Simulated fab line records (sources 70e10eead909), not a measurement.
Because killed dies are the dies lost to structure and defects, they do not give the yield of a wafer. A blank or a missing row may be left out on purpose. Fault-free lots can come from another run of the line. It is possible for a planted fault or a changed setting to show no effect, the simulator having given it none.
Chamber matching || flow nand-harc || NHARC_A_STAIRCASE_ALD_415 on ald-hk-04 has 4 sister chambers
The step deposits SiO2, target thk 30 nm, pulse time 6 s, ald cycles 300. 8 wafers are shown with their chamber, then 8 later ones without.

== EACH WAFER AND ITS CHAMBER ==
{"wafer": "L077.6", "chamber": 1, "heater-power-w (W)": 472, "precursor-pulse-height-rel": 0.995}
{"wafer": "L086.5", "chamber": 2, "heater-power-w (W)": 548, "precursor-pulse-height-rel": 0.960}
{"wafer": "L087.1", "chamber": 1, "heater-power-w (W)": 476, "precursor-pulse-height-rel": 1.015}
{"wafer": "L087.2", "chamber": 0, "heater-power-w (W)": 459, "precursor-pulse-height-rel": 1.021}
{"wafer": "L088.2", "chamber": 2, "heater-power-w (W)": 558, "precursor-pulse-height-rel": 1.039}
{"wafer": "L088.4", "chamber": 3, "heater-power-w (W)": 435, "precursor-pulse-height-rel": 1.006}
{"wafer": "L088.5", "chamber": 3, "heater-power-w (W)": 437, "precursor-pulse-height-rel": 1.007}
{"wafer": "L088.1", "chamber": 0, "heater-power-w (W)": 476, "precursor-pulse-height-rel": 1.008}

== WAFERS WITH NO CHAMBER GIVEN ==
{"wafer": "L088.3", "heater-power-w (W)": 474, "precursor-pulse-height-rel": 1.014}
{"wafer": "L088.6", "heater-power-w (W)": 475, "precursor-pulse-height-rel": 1.016}
{"wafer": "L089.1", "heater-power-w (W)": 472, "precursor-pulse-height-rel": 0.993}
{"wafer": "L089.2", "heater-power-w (W)": 547, "precursor-pulse-height-rel": 1.013}
{"wafer": "L089.6", "heater-power-w (W)": 539, "precursor-pulse-height-rel": 1.022}
{"wafer": "L096.1", "heater-power-w (W)": 428, "precursor-pulse-height-rel": 1.005}
{"wafer": "L096.2", "heater-power-w (W)": 475, "precursor-pulse-height-rel": 1.024}
{"wafer": "L096.5", "heater-power-w (W)": 547, "precursor-pulse-height-rel": 1.013}

== CHAMBER TAKEN BY EACH ==
{"wafer": "L088.3", "from the rows above": "can't be placed: 1 or 0", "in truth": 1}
{"wafer": "L088.6", "from the rows above": "can't be placed: 1 or 0", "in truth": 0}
{"wafer": "L089.1", "from the rows above": "can't be placed: 1 or 0", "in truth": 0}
{"wafer": "L089.2", "from the rows above": 2, "in truth": 2}
{"wafer": "L089.6", "from the rows above": 2, "in truth": 2}
{"wafer": "L096.1", "from the rows above": 3, "in truth": 3}
{"wafer": "L096.2", "from the rows above": "can't be placed: 1 or 0", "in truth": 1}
{"wafer": "L096.5", "from the rows above": 2, "in truth": 2}
Placed correctly: 4 of 8. Can't be placed from these rows: 4 (the true chamber is among the candidates in 4). Placed wrongly: 0.
How it was worked out, from the rows above alone: a wafer's distance from a chamber is the root of the sum, over the readings, of the square of ((its reading less the chamber's mean) divided by the reading's scatter). The wafer belongs to the nearest chamber; if the next one is less than 2 further off, it can't be placed. Each chamber's mean is taken over the wafers shown for it. The scatter: the root of (the sum of the squares of (reading less its chamber's mean) over the shown wafers, divided by (wafers less chambers)).
